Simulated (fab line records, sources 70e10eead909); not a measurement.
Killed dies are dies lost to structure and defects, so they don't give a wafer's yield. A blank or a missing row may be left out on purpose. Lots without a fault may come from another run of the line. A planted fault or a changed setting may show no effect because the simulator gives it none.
fab line records | flow nand_harc
record lots=7 wafers=18 last_day=33
route steps=1302 shown A_DECK1_JOINT@535 A_ONON_D2@545 END@1302
lots that met no fault: from a run of the same line without faults
start_h: hours from the record's first day to the start of the lot's first wafer shown | wait_h: hours since the lot's step before | " the same as in the row above | L1.1+2: a row that stands for several wafers | - no value, or no start given | * or withheld: withheld | < > ~ a bound
route shown NAME@n: a module of which the file shows steps, and the number in the route of the first | usual: mean/standard deviation of fault-free wafers | same: alike in all rows | chamber/n: place in a boat | sites: the reading at each site | _std_site: their standard deviation | _edge_site: outer sites' mean less inner sites' | radius_mm: how far each site lies from the wafer's centre | mask NAME#n: copy n | behind: the tool/chamber that last shaped the wafer | hold: why the lot was held/for how many hours/how that ended | device: the transistor (n, p or np) that didn't switch | end of line: the same wafers' tests at the end of the route | a step without rows: its recipe alone | killed: dies lost to structure and defects at the first sort, not the wafer's yield | map: a wafer's dies, x killed, . not, _ none there
set.NAME: the setting as run; set.NAME@STEP: as run at that earlier step | model.NAME: the simulator's own value behind a step, which no gauge read
lots at some steps of the route; a table a step, a row a wafer
services: from which hour (start_h, from the record's first day; less than 0 if before it) a tool's chamber was out of use, for how many hours, and why
## steps
# step NHARC_A_DECK1_JOINT_CURE_26
# recipe temp_c=150 time_s=32 pressure_atm=0.395
# step NHARC_A_DECK1_JOINT_ANNEAL_27
# recipe temp_c=400 time_s=3600 idle_temp_c=300 ramp_up_c_per_min=10 densification_p_h2o_torr=640
# step NHARC_A_DECK1_JOINT_ANNEAL_28
# recipe temp_c=500 time_s=1800 idle_temp_c=400 ramp_up_c_per_min=10 densification_p_h2o_torr=640
# step NHARC_A_DECK1_JOINT_ANNEAL_29
# recipe temp_c=750 time_s=1800 idle_temp_c=500 ramp_up_c_per_min=10 ramp_down_c_per_min=3
# step NHARC_A_DECK1_JOINT_CMP_02
# recipe material=SiOx
# usual motor_current_A=12.4/1
# columns lot.wafer tool chamber start_h wait_h motor_current_A
L389.2 cmp-04 0 280.67 0.4 11.3
L389.4 " 2 " " 13.3
L389.3 " 3 " " 11.9
L394.2 cmp-02 2 319.45 0.4 12.6
L394.5 " 1 " " 11.3
L397.5 cmp-01 1 343.51 0.5 14.0
L397.6 " 2 " " 14.3
L398.1 cmp-02 2 361.57 0.4 12.4
L398.6 " 0 " " 13.8
L407.3 cmp-01 3 448.48 0.4 11.5
L407.5 " 2 " " 13.4
L407.6 " 3 " " 11.5
L408.1 cmp-04 0 455.30 0.4 10.5
L408.6 " 2 " " 13.6
L408.5 " 3 " " 12.0
L410.2 cmp-04 2 487.48 0.4 13.5
L410.6 " 1 " " 11.9
L410.5 " 2 " " 13.6
# step NHARC_A_DECK1_JOINT_SRD_15
# step NHARC_A_DECK1_JOINT_DEP_16
# recipe target_thk_a=450 temp_c=400 pressure_torr=6.5 rf_w=900 teos_flow_sccm=161.4 flow_sccm=2650 target_thk_nm=45 gas=O2 material=SiO2
# usual heater_power_w=531/93 throttle_valve_pct=15.9/0.86
# columns lot.wafer tool chamber start_h wait_h heater_power_w throttle_valve_pct
L389.3 pecvd-01 2 281.06 0.1 439 14.4
L389.2 " 1 " " 485 16.5
L389.4 " 0 " " 435 16.5
L394.2 pecvd-03 0 319.84 0.1 570 15.1
L394.5 " 1 " " 603 15.8
L397.6 pecvd-03 2 343.88 0.2 664 15.8
L397.5 " 0 " " 651 15.4
L398.1 pecvd-04 0 361.91 0.1 559 16.2
L398.6 " 2 " " 658 16.9
L407.3 pecvd-01 2 448.88 0.1 500 14.3
L407.5 " 1 " " 492 17.3
L407.6 " 2 " " 509 14.5
L408.1 pecvd-01 0 455.64 0.1 399 16.3
L408.5 " 0 " " 397 16.5
L408.6 " 2 " " 532 15.0
L410.2 pecvd-01 1 487.90 0.1 498 16.9
L410.5 " 2 " " 409 14.8
L410.6 " 1 " " 495 16.6
# step NHARC_A_DECK1_JOINT_THK_MEAS_17
# recipe thk_meas_gauge=ellipsometry
# usual thk_nm=44.9/1.3
# columns lot.wafer tool chamber start_h wait_h thk_nm
L389.2 film_metro-02 - 281.34 0.2 44.1
L389.3 " - " " 47.0
L389.4 " - " " 45.4
L394.2 film_metro-02 - 320.09 0.2 42.1
L394.5 " - " " 45.8
L397.5 film_metro-01 - 344.07 0.1 44.1
L397.6 " - " " 45.2
L398.1 film_metro-02 - 362.19 0.3 44.0
L398.6 " - " " 47.0
L407.3 film_metro-02 - 449.13 0.2 44.5
L407.5 " - " " 44.3
L407.6 " - " " 44.8
L408.1 film_metro-01 - 455.92 0.2 44.0
L408.5 " - " " 46.6
L408.6 " - " " 45.5
L410.2 film_metro-02 - 488.12 0.2 44.2
L410.5 " - " " 44.0
L410.6 " - " " 47.6
# step NHARC_A_DECK1_JOINT_INSPECT_05
# usual raw_defect_count=340/140
# columns lot.wafer tool chamber start_h wait_h raw_defect_count
L389.2 defect_inspect-01 - 281.38 0.0 207
L389.3 " - " " 337
L389.4 " - " " 214
L394.2 defect_inspect-02 - 320.13 0.0 405
L394.5 " - " " 434
L397.5 defect_inspect-01 - 344.11 0.0 240
L397.6 " - " " 261
L398.1 defect_inspect-01 - 362.23 0.0 147
L398.6 " - " " 152
L407.3 defect_inspect-01 - 449.16 0.0 309
L407.5 " - " " 314
L407.6 " - " " 286
L408.1 defect_inspect-02 - 455.95 0.0 419
L408.5 " - " " 241
L408.6 " - " " 444
L410.2 defect_inspect-02 - 488.15 0.0 330
L410.5 " - " " 233
L410.6 " - " " 497
# step NHARC_A_ONON_D2_DEP_00
# recipe target_thk_a=10000 n2_flow_sccm=2750 n2o_flow_sccm=2000 nh3_flow_sccm=500 sih4_flow_sccm=210 temp_c=400
# step NHARC_A_ONON_D2_THK_MEAS_02
# recipe thk_meas_gauge=ellipsometry
# usual thk_nm=997/7.8
# columns lot.wafer tool chamber start_h wait_h thk_nm
L389.2 film_metro-02 - 281.96 - 1001
L389.3 " - " " 1001
L389.4 " - " " 1003
L394.2 film_metro-02 - 320.71 - 998
L394.5 " - " " 994
L397.5 film_metro-02 - 344.69 - 993
L397.6 " - " " 993
L398.1 film_metro-02 - 362.81 - 1007
L398.6 " - " " 1008
L407.3 film_metro-01 - 449.74 - 999
L407.5 " - " " 999
L407.6 " - " " 1000
L408.1 film_metro-02 - 456.53 - 1005
L408.5 " - " " 1007
L408.6 " - " " 1005
L410.2 film_metro-02 - 488.72 - 999
L410.5 " - " " 1001
L410.6 " - " " 1001
# step NHARC_A_ONON_D2_DEP_03
# recipe target_thk_a=10000 n2_flow_sccm=2750 n2o_flow_sccm=2000 nh3_flow_sccm=500 sih4_flow_sccm=210 temp_c=400
# usual n2o_flow_sccm=2000/5.8
# columns lot.wafer tool chamber start_h wait_h n2o_flow_sccm
L389.2 pecvd_onon-03 0 282.07 0.1 1995
L389.3 " 0 " " 1993
L389.4 " 0 " " 1990
L394.2 pecvd_onon-03 0 320.82 0.1 2005
L394.5 " 0 " " 1998
L397.5 pecvd_onon-03 0 344.98 0.3 2004
L397.6 " 0 " " 1997
L398.1 pecvd_onon-03 0 362.86 0.1 1993
L398.6 " 0 " " 2000
L407.3 pecvd_onon-04 0 449.91 0.2 2006
L407.5 " 0 " " 1987
L407.6 " 0 " " 2002
L408.1 pecvd_onon-04 0 456.58 0.1 2001
L408.5 " 0 " " 2001
L408.6 " 0 " " 1997
L410.2 pecvd_onon-03 0 488.84 0.1 1998
L410.5 " 0 " " 1991
L410.6 " 0 " " 1989
# step NHARC_A_ONON_D2_THK_MEAS_05
# recipe thk_meas_gauge=ellipsometry
# usual thk_nm=1001/10
# columns lot.wafer tool chamber start_h wait_h thk_nm
L389.2 film_metro-01 - 282.53 - 998
L389.3 " - " " 999
L389.4 " - " " 998
L394.2 film_metro-01 - 321.27 - 1004
L394.5 " - " " 1544
L397.5 film_metro-01 - 345.26 - 1554
L397.6 " - " " 1013
L398.1 film_metro-02 - 363.38 - 1565
L398.6 " - " " 1020
L407.3 film_metro-01 - 450.31 - 1013
L407.5 " - " " 1015
L407.6 " - " " 1013
L408.1 film_metro-01 - 457.09 - 1001
L408.5 " - " " 1001
L408.6 " - " " 1000
L410.2 film_metro-01 - 489.29 - 1004
L410.5 " - " " 1006
L410.6 " - " " 1005
# step NHARC_A_ONON_D2_DEP_06
# recipe target_thk_a=10000 n2_flow_sccm=2750 n2o_flow_sccm=2000 nh3_flow_sccm=500 sih4_flow_sccm=210 temp_c=400
# step NHARC_END_SORT_01
# recipe temp_c=25
# usual killed_at_array=54/16 killed_at_other=0.6/0.86 killed_at_periphery=3.8/2.6 killed_dies=58/16 killed_open=3.3/1.8 killed_short=2.7/1.7
# same gross_dies=677
# columns lot.wafer tool chamber start_h wait_h killed_at_array killed_at_other killed_at_periphery killed_dies killed_open killed_short
L389.2 prober-01 0 572.08 2.8 69 0 4 73 2 2
L389.3 prober-01 0 572.88 3.1 67 0 4 71 3 2
L389.4 prober-01 0 573.68 3.4 62 0 7 69 8 0
L394.5 prober-01 0 605.61 3.7 669 0 8 677 2 2
L397.5 prober-01 0 630.73 3.6 674 0 3 677 5 2
L398.1 prober-01 0 650.33 2.5 675 0 2 677 5 0
# killed by level:class
L389.2 A_CHANNEL_HOLE_D1:chamber_film_flake=28 A_SLIT:chamber_film_flake=22 A_CHANNEL_HOLE_D2:chamber_film_flake=4 A_CONTACT:chamber_film_flake=4 A_WL_FILL:chamber_film_flake=3 A_STAIRCASE:chamber_film_flake=2 A_DECK1_JOINT:geometric_particle:short=1 A_ONON_D2:geometric_particle:open=1
L389.3 A_CHANNEL_HOLE_D1:chamber_film_flake=33 A_SLIT:chamber_film_flake=13 A_CONTACT:chamber_film_flake=7 A_CHANNEL_HOLE_D2:chamber_film_flake=4 A_WL_FILL:chamber_film_flake=3 P_M0:geometric_particle:short=1 A_DECK1_JOINT:geometric_particle:short=1 A_ONON_D2:geometric_particle:open=1
L389.4 A_CHANNEL_HOLE_D1:chamber_film_flake=29 A_SLIT:chamber_film_flake=14 A_ONON_D2:geometric_particle:open=4 A_CHANNEL_HOLE_D2:chamber_film_flake=4 A_CONTACT:chamber_film_flake=4 P_CONTACT:chamber_film_flake=2 A_DECK1_JOINT:chamber_film_flake=2 A_STAIRCASE:chamber_film_flake=2
L394.5 A_ONON_D2:area_dep=598 A_CHANNEL_HOLE_D1:chamber_film_flake=33 A_SLIT:chamber_film_flake=13 A_CHANNEL_HOLE_D2:chamber_film_flake=9 A_CONTACT:chamber_film_flake=7 P_M0:chamber_film_flake=5 A_CHANNEL_FILL_D1:chamber_film_flake=3 A_STAIRCASE:chamber_film_flake=3
L397.5 A_ONON_D2:area_dep=607 A_CHANNEL_HOLE_D2:chamber_film_flake=32 A_SLIT:chamber_film_flake=20 A_STAIRCASE:chamber_film_flake=5 A_CHANNEL_HOLE_D1:chamber_film_flake=4 P_M0:geometric_particle:open=2 A_WL_FILL:chamber_film_flake=2 P_GATE:geometric_particle:short=1
L398.1 A_ONON_D2:area_dep=628 A_CHANNEL_HOLE_D2:chamber_film_flake=32 A_CONTACT:chamber_film_flake=4 A_STAIRCASE:chamber_film_flake=3 A_CHANNEL_HOLE_D1:chamber_film_flake=2 A_WL_FILL:chamber_film_flake=2 P_CONTACT:geometric_particle:open=1 P_M0:geometric_particle:open=1
# map L394.5 (x killed, . not)
____________x____________
_________xxxxxxx_________
_______xxxxxxxxxxx_______
______xxxxxxxxxxxxx______
_____xxxxxxxxxxxxxxx_____
____xxxxxxxxxxxxxxxxx____
____xxxxxxxxxxxxxxxxx____
___xxxxxxxxxxxxxxxxxxx___
___xxxxxxxxxxxxxxxxxxx___
__xxxxxxxxxxxxxxxxxxxxx__
__xxxxxxxxxxxxxxxxxxxxx__
_xxxxxxxxxxxxxxxxxxxxxxx_
_xxxxxxxxxxxxxxxxxxxxxxx_
_xxxxxxxxxxxxxxxxxxxxxxx_
_xxxxxxxxxxxxxxxxxxxxxxx_
_xxxxxxxxxxxxxxxxxxxxxxx_
xxxxxxxxxxxxxxxxxxxxxxxxx
xxxxxxxxxxxxxxxxxxxxxxxxx
xxxxxxxxxxxxxxxxxxxxxxxxx
xxxxxxxxxxxxxxxxxxxxxxxxx
xxxxxxxxxxxxxxxxxxxxxxxxx
_xxxxxxxxxxxxxxxxxxxxxxx_
_xxxxxxxxxxxxxxxxxxxxxxx_
_xxxxxxxxxxxxxxxxxxxxxxx_
_xxxxxxxxxxxxxxxxxxxxxxx_
_xxxxxxxxxxxxxxxxxxxxxxx_
__xxxxxxxxxxxxxxxxxxxxx__
__xxxxxxxxxxxxxxxxxxxxx__
___xxxxxxxxxxxxxxxxxxx___
___xxxxxxxxxxxxxxxxxxx___
____xxxxxxxxxxxxxxxxx____
____xxxxxxxxxxxxxxxxx____
_____xxxxxxxxxxxxxxx_____
______xxxxxxxxxxxxx______
_______xxxxxxxxxxx_______
_________xxxxxxx_________
____________x____________
# map L397.5 (x killed, . not)
____________x____________
_________xxxxxxx_________
_______xxxxxxxxxxx_______
______xxxxxxxxxxxxx______
_____xxxxxxxxxxxxxxx_____
____xxxxxxxxxxxxxxxxx____
____xxxxxxxxxxxxxxxxx____
___xxxxxxxxxxxxxxxxxxx___
___xxxxxxxxxxxxxxxxxxx___
__xxxxxxxxxxxxxxxxxxxxx__
__xxxxxxxxxxxxxxxxxxxxx__
_xxxxxxxxxxxxxxxxxxxxxxx_
_xxxxxxxxxxxxxxxxxxxxxxx_
_xxxxxxxxxxxxxxxxxxxxxxx_
_xxxxxxxxxxxxxxxxxxxxxxx_
_xxxxxxxxxxxxxxxxxxxxxxx_
xxxxxxxxxxxxxxxxxxxxxxxxx
xxxxxxxxxxxxxxxxxxxxxxxxx
xxxxxxxxxxxxxxxxxxxxxxxxx
xxxxxxxxxxxxxxxxxxxxxxxxx
xxxxxxxxxxxxxxxxxxxxxxxxx
_xxxxxxxxxxxxxxxxxxxxxxx_
_xxxxxxxxxxxxxxxxxxxxxxx_
_xxxxxxxxxxxxxxxxxxxxxxx_
_xxxxxxxxxxxxxxxxxxxxxxx_
_xxxxxxxxxxxxxxxxxxxxxxx_
__xxxxxxxxxxxxxxxxxxxxx__
__xxxxxxxxxxxxxxxxxxxxx__
___xxxxxxxxxxxxxxxxxxx___
___xxxxxxxxxxxxxxxxxxx___
____xxxxxxxxxxxxxxxxx____
____xxxxxxxxxxxxxxxxx____
_____xxxxxxxxxxxxxxx_____
______xxxxxxxxxxxxx______
_______xxxxxxxxxxx_______
_________xxxxxxx_________
____________x____________
## services
# columns tool chamber start_h hours kind
pecvd-04 - 269.00 13.0 pm
cmp-01 - 277.45 2.0 repair
cmp-01 - 300.30 4.0 pm
cmp-01 - 304.31 1.8 repair
cmp-04 - 307.00 4.0 pm
cmp-04 - 311.00 - consumable_replace:conditioner
cmp-04 - 311.00 - consumable_replace:pad
pecvd_onon-04 - 311.08 13.0 pm
pecvd-01 - 311.32 13.0 pm
pecvd-01 0 311.32 17.7 vent_cycle
pecvd-01 1 311.32 13.0 vent_cycle
pecvd-01 2 311.32 13.0 vent_cycle
pecvd-01 1 324.32 - clean
pecvd-01 2 324.32 - clean
cmp-02 - 330.60 4.0 pm
pecvd-03 - 366.40 13.0 pm
cmp-04 - 389.52 2.0 repair
cmp-01 - 398.30 4.0 pm
cmp-04 - 405.00 4.0 pm
cmp-02 - 407.28 11.3 repair
pecvd_onon-03 - 408.20 13.0 pm
cmp-04 - 409.00 - consumable_replace:conditioner
cmp-02 - 428.60 4.0 pm
pecvd-04 - 450.00 13.0 pm
## key
first_sign step=NHARC_A_ONON_D2_THK_MEAS_05 reading=thk_nm direction=up sigmas=56 usual=1001 struck=1554
effect step=NHARC_END_SORT_01 reading=killed_at_array direction=up sigmas=39 usual=54 struck=673
more_kills_born_at NHARC_A_ONON_D2_DEP_03@pecvd_onon-03=1833
met_at NHARC_A_ONON_D2_DEP_03
struck_wafers L394.5,L397.5,L398.1
later_rows_left_out L394.5,L397.5,L398.1
tester_left_out L394,L397,L398
onset_between 282.07 320.82
fault kind=process_parameter_drift tool=pecvd_onon-03 chamber=- onset_h=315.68 steps=NHARC_A_ONON_D2_DEP_03 channel=target_thk_a offset=* shape=step end_h=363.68 scope=struck_wafers_only acts_in=* stated=*
# tester_left_out: of these lots the tester's yield and bins aren't shown, on N5 and GAA mostly nor the transistor test; their killed dies are dies lost to structure and defects alone, not to doping, threshold or leakage, so they don't give the yield
# later_rows_left_out: the simulator's readings of these wafers behind a module that went badly wrong aren't trusted and aren't shown, but for the sort
